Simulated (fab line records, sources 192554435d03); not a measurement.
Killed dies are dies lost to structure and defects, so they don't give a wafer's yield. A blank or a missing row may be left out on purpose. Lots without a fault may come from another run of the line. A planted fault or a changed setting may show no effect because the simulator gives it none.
fab line records | flow n5_finfet
record lots=7 wafers=39
route steps=1938 shown BEOL_M13@1705
start_h: hours from the record's first day to the start of the lot's first wafer shown | wait_h: hours since the lot's step before | " the same as in the row above | L1.1+2: a row that stands for several wafers | - no value, or no start given | * or withheld: withheld | < > ~ a bound
route shown NAME@n: a module of which the file shows steps, and the number in the route of the first | usual: mean/standard deviation of fault-free wafers | same: alike in all rows | chamber/n: place in a boat | sites: the reading at each site | _std_site: their standard deviation | _edge_site: outer sites' mean less inner sites' | radius_mm: how far each site lies from the wafer's centre | mask NAME#n: copy n | behind: the tool/chamber that last shaped the wafer | hold: why the lot was held/for how many hours/how that ended | device: the transistor (n, p or np) that didn't switch | end of line: the same wafers' tests at the end of the route | a step without rows: its recipe alone | killed: dies lost to structure and defects at the first sort, not the wafer's yield | map: a wafer's dies, x killed, . not, _ none there
set.NAME: the setting as run; set.NAME@STEP: as run at that earlier step | model.NAME: the simulator's own value behind a step, which no gauge read
lots whose settings were changed on purpose; a table a step, a row a wafer
## steps
# step N5_BEOL_M13_SPUTTER_43
# recipe material=TaN target_thk_a=150 temp_c=50 bias_v=168.6 power_w=15000 chamber_pressure_pa=0.12 time_s=24.19
# columns lot.wafer tool chamber start_h wait_h set.time_s model.TaN_of_BEOL_M13_SPUTTER_43.thk_nm
L074.1+3+5+6 pvd_sputter-02 - 239.18 0.0 24.19 15
L074.2+4 " - " " 24.19 14.8
L075.1+3 pvd_sputter-03 - 248.85 0.0 29.57 18.4
L075.2 " - " " 29.57 18.6
L075.4+6 " - " " 24.19 15
L075.5 " - " " 24.19 15.2
L084.1 pvd_sputter-03 - 309.26 0.0 15.03 9.2
L084.2+3 " - " " 24.19 15
L084.4+5 " - " " 15.03 9.4
L084.6 " - " " 24.19 14.8
L087.2 pvd_sputter-02 - 314.92 0.0 24.19 15
L087.3+4 " - " " 24.19 14.8
L086.1+5 pvd_sputter-01 - 324.47 0.0 10.56 6.6
L086.2 " - " " 24.19 14.8
L086.3 " - " " 10.56 6.4
L086.4+6 " - " " 24.19 15
L089.1+4 pvd_sputter-01 - 341.67 0.0 9.946 6
L089.2 " - " " 24.19 14.8
L089.3 " - " " 9.946 5.8
L089.5 " - " " 24.19 15
L089.6 " - " " 24.19 14.6
L091.1+3 pvd_sputter-01 - 357.45 0.0 32.89 20.4
L091.2+5+6 " - " " 24.19 15
L091.4 " - " " 32.89 20.6
# step N5_BEOL_M13_SPUTTER_44
# recipe material=Ta target_thk_a=100 temp_c=50 bias_v=80 power_w=15000 chamber_pressure_pa=0.07 time_s=16.13
# step N5_BEOL_M13_SPUTTER_45
# recipe material=Cu target_thk_a=800 temp_c=-20 bias_v=60 power_w=26000 chamber_pressure_pa=0.13 time_s=13.33
# step N5_BEOL_M13_ECD_47
# recipe material=Cu target_thk_a=9360
# step N5_BEOL_M13_ANNEAL_48
# recipe temp_c=225 time_s=90 ambient=N2
# step N5_BEOL_M13_CMP_49
# recipe stop_on=SiOC t_overpolish_s=17.1 down_force_psi=1 platen_rpm=50 clearing_platen_down_force_psi=1.5 clearing_platen_rpm=50 post_cmp_clean=cu_alkaline target_thk_nm=420 clearing_platen_pad_velocity_m_s=0.99484 pad_velocity_m_s=0.99484
# usual barrier_field_endpoint_s=30.8/0.83
# columns lot.wafer tool chamber start_h wait_h set.time_s@BEOL_M13_SPUTTER_43 barrier_field_endpoint_s
L074.1 cmp-01 3 239.91 0.3 24.19 31.1
L074.2 " 0 " " 24.19 30.1
L074.3 " 1 " " 24.19 31.5
L074.4 " 2 " " 24.19 30.8
L074.5 " 3 " " 24.19 30.5
L074.6 " 0 " " 24.19 30.3
L075.1 cmp-03 1 250.33 0.3 29.57 34.9
L075.3 " 2 " " 29.57 34.2
L075.2 " 3 " " 29.57 35.8
L075.4 " 0 " " 24.19 30.5
L075.5 " 1 " " 24.19 30.3
L075.6 " 2 " " 24.19 30.2
L084.2 cmp-04 3 310.46 0.2 24.19 30.7
L084.4 " 0 " " 15.03 23.3
L084.3 " 1 " " 24.19 29.7
L084.1 " 2 " " 15.03 23.2
L084.5 " 3 " " 15.03 23.9
L084.6 " 0 " " 24.19 29.5
L087.3 cmp-04 1 315.66 0.2 24.19 28.5
L087.2 " 2 " " 24.19 30.0
L087.4 " 3 " " 24.19 30.3
L086.1 cmp-03 1 325.22 0.3 10.56 20.2
L086.4 " 2 " " 24.19 30.7
L086.2 " 3 " " 24.19 30.9
L086.3 " 0 " " 10.56 20.9
L086.6 " 1 " " 24.19 30.4
L086.5 " 2 " " 10.56 19.9
L089.2 cmp-01 3 342.56 0.4 24.19 30.2
L089.1 " 0 " " 9.946 19.2
L089.3 " 1 " " 9.946 19.5
L089.4 " 2 " " 9.946 20.1
L089.6 " 3 " " 24.19 30.3
L089.5 " 0 " " 24.19 30.2
L091.2 cmp-04 3 359.28 0.2 24.19 32.0
L091.4 " 0 " " 32.89 35.4
L091.1 " 1 " " 32.89 35.5
L091.3 " 2 " " 32.89 34.9
L091.5 " 3 " " 24.19 31.2
L091.6 " 0 " " 24.19 29.3
## key
split step=N5_BEOL_M13_SPUTTER_43 setting=time_s stated=24.19 by=wafer
response step=N5_BEOL_M13_SPUTTER_43 reading=model.TaN_of_BEOL_M13_SPUTTER_43.thk_nm change=+0.15 per=1% r=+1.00
response step=N5_BEOL_M13_CMP_49 reading=barrier_field_endpoint_s change=+0.174 per=1% r=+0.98
